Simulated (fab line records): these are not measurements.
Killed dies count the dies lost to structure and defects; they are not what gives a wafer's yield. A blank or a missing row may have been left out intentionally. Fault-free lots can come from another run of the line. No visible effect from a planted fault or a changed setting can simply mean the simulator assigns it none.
fab line records -- flow n5-finfet
[record] lots = 4, wafers = 12, last-day = 14
route steps=1938 shown BEOL_M0@745 BEOL_M1@751 BEOL_M4@1111 PASSIVATION@1936
lots that met no fault: from a run of the same line without faults
start-h: hours from the record's first day to the start of the lot's first wafer shown -- wait-h: hours from the lot's prior step to this one -- " same as the row above -- L1.1+2: a single row standing in for several wafers -- - no value, or no start given -- * or withheld: withheld -- < > ~ a bound
route shown NAME@n: a module of which the file shows steps, and the number in the route of the first -- usual: the fault-free wafers' mean and standard deviation -- same: alike in all rows -- chamber/n: place in a boat -- sites: readings site by site -- _std_site: standard deviation across them -- _edge_site: outer sites' mean less inner sites' -- radius-mm: how far each site lies from the wafer's centre -- mask NAME#n: copy n -- behind: the last tool/chamber to shape the wafer -- hold: why the lot was held/for how many hours/how that ended -- device: which transistor (n, p or np) failed to switch -- end of line: the same wafers' tests at the end of the route -- step lacking rows: just its recipe -- killed: dies lost to structure and defects at the first sort, not the wafer's yield -- map: the dies of a wafer, with x for killed, . for not killed, _ for no die there
set.NAME: the run value of the setting; set.NAME@STEP: its run value at that earlier step -- model.NAME: the simulator's own value behind a step, which no gauge read
a table for each step, a row for each wafer; lots at some steps of the route
services: the hour from which a tool's chamber was out of use, counted from the record's first day as start-h (under 0 if before that day), plus the number of hours and why
[[steps]]
[step N5_BEOL_M0_PRE_CLEAN_131]
[recipe] gas = NH3/H2, time-s = 15, temp-c = *, rf-power-w = 300
[step N5_BEOL_M0_CO_CAP_123]
[recipe] material = Co, target-thk-a = 20, temp-c = 200, precursor = CCTBA/H2, pressure-torr = 30, time-s = 102.1
[step N5_BEOL_M0_PRE_CLEAN_124]
[recipe] gas = NH3, time-s = 15, temp-c = withheld, rf-power-w = 300
[step N5_BEOL_M0_DEP_125]
[recipe] material = SiCN, target-thk-a = 80, temp-c = withheld, precursor = 3MS/NH3, pressure-torr = 3, rf-w = 202, time-s = 14
[step N5_BEOL_M1_ILD_DEP_00]
[recipe] material = SiOC, target-thk-a = 790, temp-c = 350, precursor = DEMS/O2, pressure-torr = 5, rf-w = 500, time-s = 15.3
[step N5_BEOL_M1_PECVD_72]
[recipe] material = SiO2, target-thk-a = 160, temp-c = 400, precursor = TEOS/O2, pressure-torr = 5.5, rf-w = 450, teos-flow-sccm = 53.8, gas = O2, flow-sccm = 3000, time-s = 18
[step N5_BEOL_M1_HM_DEP_02]
[recipe] material = TiN, target-thk-a = 200, temp-c = 25, chamber-pressure-pa = 0.49996
[step N5_BEOL_M1_COAT_61]
[recipe] resist = SOC, temp-c = 250, time-s = 60, spin-rpm = 1500, resist-thk-nm = 60
[step N5_BEOL_M1_COAT_62]
[recipe] resist = SiARC, temp-c = 220, time-s = 60, spin-rpm = 1500, resist-thk-nm = 12
[usual] dispense-pressure-kPa = 48.8/2.8, spin-speed-rpm = 1499.9/0.96
lot.wafer,tool,chamber,start-h,wait-h,dispense-pressure-kPa,spin-speed-rpm,model.SiARC_of_BEOL_M1_COAT_62.thk-nm
L329.4,litho-track-01,0,144.08,-,52.1,1500.6,12
L329.5,litho-track-01,0,144.08,-,52.1,1500.2,12
L329.6,litho-track-01,0,144.08,-,52.0,1502.0,12
L332.3,litho-track-04,0,164.21,-,47.7,1498.1,12
L332.4,litho-track-04,0,164.21,-,47.7,1498.1,12
L332.5,litho-track-04,0,164.21,-,47.7,1500.5,12
L337.1,litho-track-01,0,200.99,-,51.9,1625.6,11.6
L337.3,litho-track-01,0,200.99,-,51.9,1625.3,11.6
L337.4,litho-track-01,0,200.99,-,51.9,1625.0,11.6
L339.2,litho-track-01,0,207.00,-,52.1,1624.3,11.6
L339.5,litho-track-01,0,207.00,-,52.0,1624.9,11.6
L339.6,litho-track-01,0,207.00,-,52.1,1624.7,11.6
[step N5_BEOL_M1_COAT_73]
[recipe] resist = underlayer, temp-c = 205, time-s = 60, spin-rpm = 1500, resist-thk-nm = 5
[step N5_BEOL_M1_COAT_05]
[recipe] resist = CAR-EUV, spin-rpm = 1500, resist-thk-nm = 30
[step N5_BEOL_M1_EBR_07]
[recipe] solvent = PGMEA, ebr-width-mm = 1.5
[step N5_BEOL_M1_SOFTBAKE_06]
[recipe] temp-c = 110, time-s = 60, resist = CAR-EUV
[step N5_BEOL_M1_EXPOSE_08]
[recipe] mask-id = M1, na = 0.33, source-shape = dipole, sigma-inner = 0.369, sigma-outer = 0.767, polarization = unpolarized, dose-mj = 33
[step N5_BEOL_M1_PEB_09]
[recipe] peb-temp-c = 100, peb-time-s = 60, resist = CAR-EUV
[step N5_BEOL_M1_DEVELOP_10]
[recipe] develop-time-s = 30, developer = TMAH, resist = CAR-EUV, rinse-liquid = surfactant-rinse, dry = air-spin, dev-temp-c = 23
[step N5_BEOL_M1_DESCUM_16]
[recipe] chemistry = O2, time-s = 7, source-power-w = 50, bias-power-w = 20, pressure-mtorr = 20, rf-frequency-hz = 2.712e+07, temp-c = 40, resist = CAR-EUV, o2-flow-sccm = 225
[step N5_BEOL_M1_ETCH_74]
[recipe] chemistry = N2/H2, target = underlayer, target-depth-a = 65, mask-material = CAR-EUV, time-s = 5.2, ion-energy-ev = 200, pressure-mtorr = 30, source-w = 840, bias-w = 150, n2-flow-sccm = 200, h2-flow-sccm = 200, ends = cleared
[step N5_BEOL_M1_ETCH_63]
[recipe] chemistry = CF4, target = SiARC, target-depth-a = 156, mask-material = CAR-EUV, time-s = 26, ion-energy-ev = 80, pressure-mtorr = 40, source-w = 545, bias-w = 36, Ar_flow_sccm = 100, cf4-flow-sccm = 100, ends = cleared
[usual] chamber-pressure-mTorr = 40.00/0.037, drypump-motor-current-A = 5.5/0.47, etch-rf-on-time-s = 26.0/0.36, oes-product-au = 0.66/0.075, rf-vpp-V = 184.0/1.2, showerhead-plenum-p-Torr = 2.14/0.067, throttle-valve-pct = 15.61/0.25
lot.wafer,tool,chamber,start-h,wait-h,chamber-pressure-mTorr,drypump-motor-current-A,etch-rf-on-time-s,oes-product-au,rf-hours-counter-h,rf-vpp-V,showerhead-plenum-p-Torr,throttle-valve-pct,model.etch.depth-nm,model.CAR-EUV_of_BEOL_M1_COAT_05.thk-nm
L329.4,rie-diel-03,1,144.64,0.0,39.95,5.5,26.0,0.70,96,183.6,2.16,15.44,12.09,11.2
L329.5,rie-diel-03,3,144.64,0.0,40.01,5.4,26.7,0.60,-,183.0,2.13,15.64,12.06,11.2
L329.6,rie-diel-03,2,144.64,0.0,40.02,4.9,26.7,0.57,-,184.9,2.20,15.93,12.06,11
L332.3,rie-diel-03,3,164.77,0.0,40.02,5.3,26.1,0.60,190,184.5,2.13,15.64,11.99,11.2
L332.4,rie-diel-03,2,164.77,0.0,39.96,4.9,25.3,0.85,1,185.2,2.20,15.43,11.95,11.2
L332.5,rie-diel-03,3,164.77,0.0,40.05,5.4,25.8,0.61,-,183.1,2.13,15.64,11.94,11.2
L337.1,rie-diel-02,0,201.55,0.0,40.08,5.9,25.3,0.76,36,184.9,2.26,15.09,11.53,11.6
L337.3,rie-diel-02,2,201.55,0.0,39.95,5.2,24.6,0.65,169,185.0,2.13,15.71,11.51,11.6
L337.4,rie-diel-02,3,201.55,0.0,39.97,5.7,25.4,0.63,180,185.0,2.22,15.71,11.59,11.6
L339.2,rie-diel-02,2,207.71,0.0,39.95,5.2,25.0,0.65,170,183.5,2.13,15.73,11.58,11.4
L339.5,rie-diel-02,0,207.71,0.0,40.02,5.9,25.2,0.76,-,185.9,2.26,15.09,11.52,11.6
L339.6,rie-diel-02,3,207.71,0.0,40.03,5.7,25.8,0.62,-,183.9,2.22,15.70,11.58,11.6
[step N5_BEOL_M1_ETCH_64]
[recipe] chemistry = N2/H2, target = SOC, target-depth-a = 750, overetch-a = 150, mask-material = SiARC, temp-c = 40, time-s = 112.5, ion-energy-ev = 200, pressure-mtorr = 30, source-w = 840, bias-w = 150, n2-flow-sccm = 200, h2-flow-sccm = 200
[usual] chamber-pressure-mTorr = 29.998/0.029, drypump-motor-current-A = 5.5/0.47, oes-product-au = 0.61/0.066, rf-vpp-V = 524.1/2.6, showerhead-plenum-p-Torr = 2.55/0.083, throttle-valve-pct = 17.80/0.26
lot.wafer,tool,chamber,start-h,wait-h,chamber-pressure-mTorr,drypump-motor-current-A,oes-product-au,rf-hours-counter-h,rf-vpp-V,showerhead-plenum-p-Torr,throttle-valve-pct,model.SiARC_of_BEOL_M1_COAT_62.thk-nm
L329.4,rie-diel-03,1,144.67,0.0,29.973,5.4,0.65,96,525.0,2.56,17.56,6.8
L329.5,rie-diel-03,3,144.67,0.0,29.951,5.3,0.57,-,523.2,2.52,17.75,6.8
L329.6,rie-diel-03,2,144.67,0.0,30.000,4.9,0.54,-,525.1,2.61,18.08,7
L332.3,rie-diel-03,3,164.80,0.0,29.994,5.4,0.56,190,522.9,2.52,17.79,6.8
L332.4,rie-diel-03,2,164.80,0.0,29.970,4.8,0.78,2,526.5,2.61,17.65,6.8
L332.5,rie-diel-03,3,164.80,0.0,30.006,5.4,0.56,-,525.0,2.52,17.78,6.8
L337.1,rie-diel-02,0,201.58,0.0,29.977,5.9,0.71,36,527.2,2.69,17.16,6.4
L337.3,rie-diel-02,2,201.58,0.0,29.999,5.2,0.60,169,522.9,2.54,18.01,6.4
L337.4,rie-diel-02,3,201.58,0.0,29.974,5.8,0.59,180,525.6,2.63,17.70,6.4
L339.2,rie-diel-02,2,207.74,0.0,30.071,5.2,0.60,170,524.3,2.54,18.01,6.6
L339.5,rie-diel-02,0,207.74,0.0,30.025,5.9,0.71,-,528.5,2.69,17.16,6.4
L339.6,rie-diel-02,3,207.74,0.0,29.962,5.7,0.58,-,527.9,2.63,17.70,6.4
[step N5_BEOL_M1_STRIP_65]
[recipe] chemistry = N2/H2, temp-c = 40, n2-flow-sccm = 200, h2-flow-sccm = 200, rf-frequency-hz = 6e+07
[step N5_BEOL_M4_RC_MEAS_101]
[usual] DIBL_N = 36.4/1.5, DIBL_P = 36.6/1.9, IOFF_N = 0.155/0.021, IOFF_P = 0.211/0.028, ION_N = 671/8.6, ION_P = 462/5.8, SS_N = 71.5/0.5, SS_P = 73.4/0.58, VT_N = 250.1/2.4, VT_P = -250.1/3
lot.wafer,tool,chamber,start-h,wait-h,DIBL_N[mV/V],DIBL_P[mV/V],IOFF_N[nA/um],IOFF_P[nA/um],ION_N[uA/um],ION_P[uA/um],SS_N[mV/dec],SS_P[mV/dec],VT_N[mV],VT_P[mV]
L329.4,prober-02,0,187.46,0.5,34.8,33.8,0.118,0.144,656,447,70.7,72.6,254.6,-255.9
L329.5,prober-02,0,187.46,0.5,35.0,34.5,0.137,0.158,669,450,71.0,73.2,249.6,-258.4
L329.6,prober-02,0,187.46,0.5,36.6,36.4,0.154,0.179,675,459,71.1,73.5,247.8,-254.7
L332.3,prober-01,0,208.54,0.3,38.6,40.1,0.198,0.267,691,467,71.3,74.0,244.3,-245.7
L332.4,prober-01,0,208.54,0.3,36.4,37.6,0.154,0.218,674,460,71.3,74.0,248.2,-248.2
L332.5,prober-01,0,208.54,0.3,38.1,40.0,0.194,0.256,679,465,71.9,74.3,248.7,-247.9
L337.1,prober-01,0,236.66,0.0,37.9,36.6,0.174,0.260,679,470,71.2,74.1,248.3,-245.9
L337.3,prober-01,0,236.66,0.0,35.9,33.9,0.145,0.215,672,467,71.5,73.4,248.4,-244.7
L337.4,prober-01,0,236.66,0.0,36.7,35.3,0.170,0.243,681,476,71.0,73.4,247.0,-244.5
L339.2,prober-02,0,244.65,0.2,35.9,35.0,0.149,0.202,665,453,71.5,73.0,251.1,-251.5
L339.5,prober-02,0,244.65,0.2,36.1,34.8,0.155,0.196,661,456,71.9,73.6,249.6,-249.0
L339.6,prober-02,0,244.65,0.2,33.7,32.7,0.121,0.173,652,449,70.4,72.9,251.0,-255.1
[step N5_PASSIVATION_PROBE_49]
[usual] defect-limited-yield = 91.5/1.4, killed_at_M0_to_M3 = 33/10, killed_at_M4_up = 13/5, killed-at-contacts = 13/5.6, killed-at-front-end = 38/12, killed-at-other = 3.9/2.7, killed-dies = 100/16, killed-open = 66/13, killed-short = 32/7.2, sort_bin_5_function = 5.0/0.97, sort_bin_6_memory = 3.2/0.61, sort-n-pass = 1080/16, sort-yield-pct = 91.5/1.4
[same] gross-dies = 1180, killed-at-back-side = 0, sort_bin_4_leakage[%] = 0, sort_bin_8_speed[%] = 0
lot.wafer,tool,chamber,start-h,wait-h,defect-limited-yield[%],killed_at_M0_to_M3,killed_at_M4_up,killed-at-contacts,killed-at-front-end,killed-at-other,killed-dies,killed-open,killed-short,sort_bin_5_function[%],sort_bin_6_memory[%],sort-n-pass,sort-yield-pct[%]
L329.4,prober-01,-,290.99,0.2,90.9,40,18,8,36,5,107,61,43,5.8,2.9,1073,90.9
L329.5,prober-01,-,291.04,0.2,90.8,33,14,13,43,6,109,78,31,5.2,4.0,1071,90.8
L329.6,prober-01,-,291.09,0.3,90.7,57,13,7,31,2,110,73,35,5.5,3.5,1070,90.7
L332.3,prober-01,-,314.14,0.5,95.5,17,12,2,19,3,53,28,22,2.6,1.9,1127,95.5
L332.4,prober-01,-,314.19,0.6,91.9,32,11,14,39,0,96,61,32,5.1,2.8,1084,91.9
L332.5,prober-01,-,314.24,0.6,94.0,19,10,9,30,3,71,45,24,3.1,2.8,1109,94.0
// killed by level:class
L329.4 BEOL_M0_SAQP:geometric-particle:short=14 BEOL_M0_SAQP:geometric-particle:open=9 MOL_CONTACT_COAG:geometric-particle:open=7 GATE_CUT:geometric-particle:short=6 BEOL_M4:geometric-particle:open=6 STI_FIN_REVEAL:geometric-particle:open=5 BEOL_M1:geometric-particle:short=5 BEOL_M5:geometric-particle:open=5
L329.5 MOL_CONTACT_COAG:geometric-particle:open=11 BEOL_M1:geometric-particle:open=9 DUMMY_GATE:geometric-particle:open=8 GATE_CUT:geometric-particle:short=8 BEOL_M3:geometric-particle:open=8 FIN_SAQP:geometric-particle:short=6 BEOL_M4:geometric-particle:open=5 BEOL_M8:geometric-particle:open=5
L329.6 BEOL_M3:geometric-particle:open=12 BEOL_M0_SAQP:geometric-particle:open=10 BEOL_M0_SAQP:geometric-particle:short=9 FIN_SAQP:geometric-particle:open=7 BEOL_M2:geometric-particle:open=7 MOL_CONTACT_COAG:geometric-particle:open=6 BEOL_M1:geometric-particle:open=6 DUMMY_GATE:geometric-particle:open=5
L332.3 BEOL_M4:geometric-particle:open=4 BEOL_M0_SAQP:geometric-particle:open=3 BEOL_M1:geometric-particle:open=3 BEOL_M3:geometric-particle:short=3 BEOL_M4:geometric-particle:short=3 STARTING-WAFER:geometric-particle:short=3 FIN_SAQP:geometric-particle:short=2 STI_FIN_REVEAL:geometric-particle:open=2
L332.4 STI_FIN_REVEAL:geometric-particle:open=10 MOL_CONTACT_COAG:geometric-particle:open=9 BEOL_M2:geometric-particle:open=9 DUMMY_GATE:geometric-particle:open=6 DUMMY_GATE:geometric-particle:short=5 MOL_CONTACT_COAG:geometric-particle:short=5 BEOL_M3:geometric-particle:open=5 BEOL_M0_SAQP:geometric-particle:open=4
L332.5 STI_FIN_REVEAL:geometric-particle:open=8 MOL_CONTACT_COAG:geometric-particle:open=5 BEOL_M0_SAQP:geometric-particle:open=5 FIN_SAQP:geometric-particle:open=4 MOL_CONTACT_COAG:geometric-particle:short=4 BEOL_M3:geometric-particle:open=4 STARTING-WAFER:geometric-particle:open=4 FIN_SAQP:geometric-particle:short=3
[[services]]
tool,chamber,start-h,hours,kind
litho-track-04,-,122.55,-,consumable-replace:filter
rie-diel-03,-,130.92,0.7,repair
rie-diel-02,-,140.34,0.4,repair
rie-diel-03,2,145.58,-,clean
rie-diel-03,2,145.58,-,consumable-replace:focus-ring
rie-diel-03,2,145.58,13.5,scheduled-down
rie-diel-03,2,145.58,13.5,vent-cycle
rie-diel-03,1,149.89,4.6,repair
[[key]]
[first-sign] step = N5_BEOL_M1_COAT_62, reading = spin-speed-rpm, direction = up, sigmas = 99+, usual = *, struck = *
effect none on later readings
[model-effect] step = N5_BEOL_M1_COAT_62, value = SiARC_of_BEOL_M1_COAT_62.thk-nm, without = 12, struck = 11.6
[model-effect] step = N5_BEOL_M1_ETCH_63, value = etch.depth-nm, without = 12.02, struck = 11.55
[model-effect] step = N5_BEOL_M1_ETCH_64, value = SiARC_of_BEOL_M1_COAT_62.thk-nm, without = 6.9, struck = 6.433
met-at N5_BEOL_M1_COAT_62
struck-wafers L337.1,L337.3,L337.4,L339.2,L339.5,L339.6
onset-between 144.08 200.99
[fault] kind = process-parameter-drift, tool = litho-track-01, chamber = -, onset-h = 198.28, steps = N5_BEOL_M1_COAT_62, channel = spin-rpm, offset = *, shape = step, end-h = 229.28, acts-in = *, stated = *
